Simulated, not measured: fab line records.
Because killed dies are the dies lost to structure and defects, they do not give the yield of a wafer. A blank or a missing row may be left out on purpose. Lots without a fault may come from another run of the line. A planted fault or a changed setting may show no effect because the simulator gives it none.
Which tool was responsible? | flow nand_harc | 42 wafers from 14 lots sampled at 6 of the route's 1302 steps

== WHAT EACH GAUGE READ, for each wafer ==
NHARC_A_ONON_D1_THK_MEAS_11: measures by ellipsometry. Usual: thk_nm 999 nm, standard deviation 11.
lot  | measured     | on            | thk_nm (nm)    | flag
L619 | day 7 14:03  | film_metro-01 | 989 990 990    |
L620 | day 8 06:01  | film_metro-01 | 1014 1014 1014 |
L621 | day 8 06:01  | film_metro-02 | 1000 1002 999  |
L623 | day 9 07:20  | film_metro-02 | 1006 1004 1003 |
L624 | day 9 20:24  | film_metro-01 | 990 990 991    |
L625 | day 10 05:30 | film_metro-01 | 975 975 977    |
L626 | day 10 16:14 | film_metro-02 | 1008 1009 1010 |
L631 | day 12 19:31 | film_metro-02 | 1006 1005 1005 |
L633 | day 14 02:22 | film_metro-01 | 986 988 987    |
L634 | day 14 02:22 | film_metro-02 | 1014 1014 1015 |
L637 | day 15 10:37 | film_metro-01 | 994 996 993    |
L640 | day 17 10:17 | film_metro-02 | 1017 1018 1017 |
L642 | day 17 16:34 | film_metro-01 | 1006 1008 1008 |
L641 | day 17 16:34 | film_metro-02 | 990 991 992    |

NHARC_A_ONON_D1_THK_MEAS_30: measures by ellipsometry. Usual: thk_nm 999 nm, standard deviation 9.8.
lot  | measured     | on            | thk_nm (nm)    | flag
L619 | day 8 00:40  | film_metro-02 | 996 996 997    |
L620 | day 8 16:26  | film_metro-02 | 1013 1012 1014 |
L621 | day 8 16:26  | film_metro-01 | 995 994 994    |
L623 | day 9 14:47  | film_metro-01 | 1009 1011 1011 |
L624 | day 10 07:19 | film_metro-02 | 1009 1009 1009 |
L625 | day 10 20:55 | film_metro-01 | 1017 1017 1018 |
L626 | day 11 03:08 | film_metro-02 | 996 996 995    |
L631 | day 13 06:05 | film_metro-01 | 1716 1714 1717 | OFF
L633 | day 14 13:50 | film_metro-01 | 980 980 981    |
L634 | day 14 13:58 | film_metro-02 | 1725 1726 1726 | OFF
L637 | day 15 21:20 | film_metro-02 | 995 994 994    |
L640 | day 17 23:14 | film_metro-01 | 1000 999 999   |
L642 | day 18 03:19 | film_metro-01 | 1002 1003 1003 |
L641 | day 18 03:11 | film_metro-02 | 1006 1008 1007 |

NHARC_A_ONON_D1_INSPECT_32. Usual: raw_defect_count 77, standard deviation 28.
lot  | measured     | on                | raw_defect_count | flag
L619 | day 8 01:13  | defect_inspect-02 | 88 90 109        |
L620 | day 8 17:00  | defect_inspect-01 | 78 112 94        |
L621 | day 8 16:59  | defect_inspect-02 | 70 88 70         |
L623 | day 9 15:21  | defect_inspect-01 | 65 44 43         |
L624 | day 10 07:50 | defect_inspect-01 | 95 71 77         |
L625 | day 10 21:26 | defect_inspect-01 | 63 47 84         |
L626 | day 11 03:41 | defect_inspect-02 | 50 70 61         |
L631 | day 13 06:38 | defect_inspect-02 | 65 98 53         |
L633 | day 14 14:22 | defect_inspect-01 | 44 56 87         |
L634 | day 14 14:39 | defect_inspect-02 | 83 81 77         |
L637 | day 15 21:53 | defect_inspect-02 | 180 67 119       |
L640 | day 17 23:47 | defect_inspect-01 | 84 78 138        |
L642 | day 18 03:55 | defect_inspect-02 | 90 100 85        |
L641 | day 18 03:44 | defect_inspect-01 | 77 72 106        |

NHARC_END_SORT_01. Usual: killed_at_array 52, standard deviation 18; killed_at_other 1.2, standard deviation 1.5; killed_at_periphery 4, standard deviation 3.2; killed_dies 57, standard deviation 17; killed_open 3.1, standard deviation 1.9; killed_short 2.5, standard deviation 1.7.
lot  | measured     | on        | killed_at_array | killed_at_other | killed_at_periphery | killed_dies | killed_open | killed_short | flag
L631 | day 29 15:56 | prober-02 | 674 672 675     | 0 0 0           | 3 5 2               | 677 677 677 | 2 0 7       | 1 2 3        | OFF
L634 | day 30 12:46 | prober-02 | 676 675 675     | 0 0 0           | 1 2 2               | 677 677 677 | 1 4 2       | 1 3 2        | OFF

== WHICH TOOL RAN EACH LOT (tool, then ch and the chambers of the sampled wafers, then the start) ==
lot  | NHARC_A_ONON_D1_DEP_28           | NHARC_A_CHANNEL_HOLE_D1_DEP_01
L619 | pecvd_onon-03 ch 0, day 8 00:09  | pecvd-03 ch 0,1,2, day 8 04:35
L620 | pecvd_onon-03 ch 0, day 8 16:02  | pecvd-04 ch 0,2, day 8 20:32
L621 | pecvd_onon-04 ch 0, day 8 15:55  | pecvd-04 ch 0,1,2, day 8 19:56
L623 | pecvd_onon-04 ch 0, day 9 14:16  | pecvd-03 ch 0,1,2, day 9 17:47
L624 | pecvd_onon-02 ch 0, day 10 06:51 | pecvd-04 ch 0,1,2, day 10 09:49
L625 | pecvd_onon-04 ch 0, day 10 20:24 | pecvd-03 ch 0,1, day 10 23:27
L626 | pecvd_onon-02 ch 0, day 11 02:44 | pecvd-02 ch 0,2, day 11 06:09
L631 | pecvd_onon-04 ch 0, day 13 05:44 | -
L633 | pecvd_onon-02 ch 0, day 14 13:19 | pecvd-04 ch 1,2, day 14 17:34
L634 | pecvd_onon-04 ch 0, day 14 13:34 | -
L637 | pecvd_onon-03 ch 0, day 15 20:56 | pecvd-04 ch 0,1, day 16 00:17
L640 | pecvd_onon-03 ch 0, day 17 22:53 | pecvd-04 ch 0,1,2, day 18 02:32
L642 | pecvd_onon-04 ch 0, day 18 02:55 | pecvd-03 ch 1,2, day 18 06:04
L641 | pecvd_onon-02 ch 0, day 18 02:43 | pecvd-04 ch 1,2, day 18 05:44
- NHARC_A_ONON_D1_DEP_28: target thk 1000 nm.
- NHARC_A_CHANNEL_HOLE_D1_DEP_01: deposits SiON, target thk 140 nm.

== WHAT THE TOOLS THEMSELVES READ (means of the sampled wafers that have a number; where no wafer has one, the mark that the record gives instead) ==
NHARC_A_CHANNEL_HOLE_D1_DEP_01. Usual: heater_power_w 715 W, standard deviation 93.
lot  | tool     | heater_power_w (W) | flag
L619 | pecvd-03 | 704                |
L620 | pecvd-04 | 713                |
L621 | pecvd-04 | 714                |
L623 | pecvd-03 | 652                |
L624 | pecvd-04 | 758                |
L625 | pecvd-03 | 635                |
L626 | pecvd-02 | 811                |
L633 | pecvd-04 | 823                |
L637 | pecvd-04 | 759                |
L640 | pecvd-04 | 704                |
L642 | pecvd-03 | 669                |
L641 | pecvd-04 | 817                |

== THE ANSWER, worked out from the rows above alone ==
Rule: a lot is off if the mean of its wafers that have a number lies more than 3 standard deviations from the usual mean. A lot without any number at a reading at which 4 lots or more have one is off too. Where the step has rows for the other lots, those lots are counted as sound. Order of review: gauges by route order, followed by the tools' own readings, for which a lot's mean as printed above is used. At the first step where some lot is off, the reading lying furthest off is the one used; lots without a number count as furthest.
Off: L631, L634, at NHARC_A_ONON_D1_THK_MEAS_30 (thk_nm).
If a tool, at a process step before that reading, ran all the lots that are off and no sound lot after the first of them, it fits. Not tried: the gauges at NHARC_A_ONON_D1_THK_MEAS_30; whatever is off there is also off at NHARC_END_SORT_01, on other tools, and gauge error can't account for it. None of those tried fits.

== WHAT THE SIMULATOR HAD PUT IN ==
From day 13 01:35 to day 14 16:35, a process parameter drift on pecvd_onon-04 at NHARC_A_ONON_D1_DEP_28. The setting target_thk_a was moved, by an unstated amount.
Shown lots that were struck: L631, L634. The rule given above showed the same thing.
